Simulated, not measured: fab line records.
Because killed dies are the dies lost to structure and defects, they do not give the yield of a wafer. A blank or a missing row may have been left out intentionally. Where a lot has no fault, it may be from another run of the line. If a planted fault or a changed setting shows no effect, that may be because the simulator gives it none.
Chamber matching | flow n5-finfet | 3 sister chambers for N5_SDB_ALD_29 on ald-sin-03
The step deposits SiNx, target thk 30 nm, pulse time 1 s, ald cycles 600. 18 wafers are shown with their chamber, then 9 later ones without.

== WAFERS WITH THEIR CHAMBER ==
wafer  | chamber | heater-power-w (W) | susceptor-temp-C (C) | precursor-pulse-height-rel
L074.2 | 0       | 880                | 399.49               | 1.006
L074.3 | 2       | 924                | 400.54               | 0.986
L074.5 | 2       | 930                | 399.94               | 0.959
L077.4 | 2       | 926                | 399.86               | 1.012
L077.5 | 0       | 876                | 399.63               | 0.966
L077.6 | 3       | 881                | 399.55               | 0.997
L078.1 | 0       | 886                | 399.77               | 1.008
L078.2 | 2       | 928                | 399.76               | 0.990
L078.6 | 2       | 937                | 399.90               | 0.999
L083.2 | 3       | 875                | 399.65               | 1.034
L083.5 | 0       | 874                | 399.48               | 1.004
L083.6 | 3       | 872                | 399.82               | 0.999
L086.2 | 3       | 880                | 399.72               | 1.011
L086.4 | 2       | 960                | 399.97               | 1.015
L086.6 | 2       | 939                | 399.78               | 1.018
L093.1 | 2       | 932                | 400.23               | 0.983
L093.2 | 3       | 885                | 400.15               | 0.995
L093.5 | 3       | 853                | 400.70               | 0.992

SIGNATURES, as means of the wafers listed above
reading                    | chamber 0 | chamber 2 | chamber 3 | scatter within a chamber
heater-power-w             | 879.00    | 934.50    | 874.33    | 10.5
susceptor-temp-C           | 399.5925  | 399.9975  | 399.9317  | 0.312
precursor-pulse-height-rel | 0.99600   | 0.99525   | 1.00467   | 0.0187
Rule: for a wafer and a chamber, the distance is found by dividing, reading by reading, the gap between the wafer's reading and the chamber's mean by the reading's scatter, squaring, summing and taking the root. The wafer belongs to the nearest chamber; if the next one is less than 2 further off, it can't be placed. The scatter is the square root of a quotient: the sum, over the shown wafers, of each reading's squared deviation from its chamber's mean, divided by wafers minus chambers.

== WAFERS WITHOUT THEIR CHAMBER ==
wafer  | heater-power-w (W) | susceptor-temp-C (C) | precursor-pulse-height-rel
L095.1 | 949                | 399.96               | 0.974
L095.4 | 868                | 399.86               | 1.029
L095.5 | 867                | 399.71               | 1.010
L096.1 | 885                | 400.20               | 0.992
L096.4 | 953                | 400.25               | 0.974
L096.6 | 859                | 400.37               | 1.018
L097.1 | 866                | 400.02               | 1.004
L097.4 | 931                | 399.89               | 0.971
L097.6 | 925                | 400.41               | 1.001

== EACH ONE'S CHAMBER ==
wafer  | from the rows above     | in truth
L095.1 | 2                       | 2
L095.4 | can't be placed: 3 or 0 | 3
L095.5 | can't be placed: 3 or 0 | 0
L096.1 | can't be placed: 3 or 0 | 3
L096.4 | 2                       | 2
L096.6 | can't be placed: 3 or 0 | 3
L097.1 | can't be placed: 3 or 0 | 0
L097.4 | 2                       | 2
L097.6 | 2                       | 2
4 of 9 placed correctly. From these rows, 5 cannot be placed; in 5 the true chamber is one of the candidates. Wrongly placed: 0.
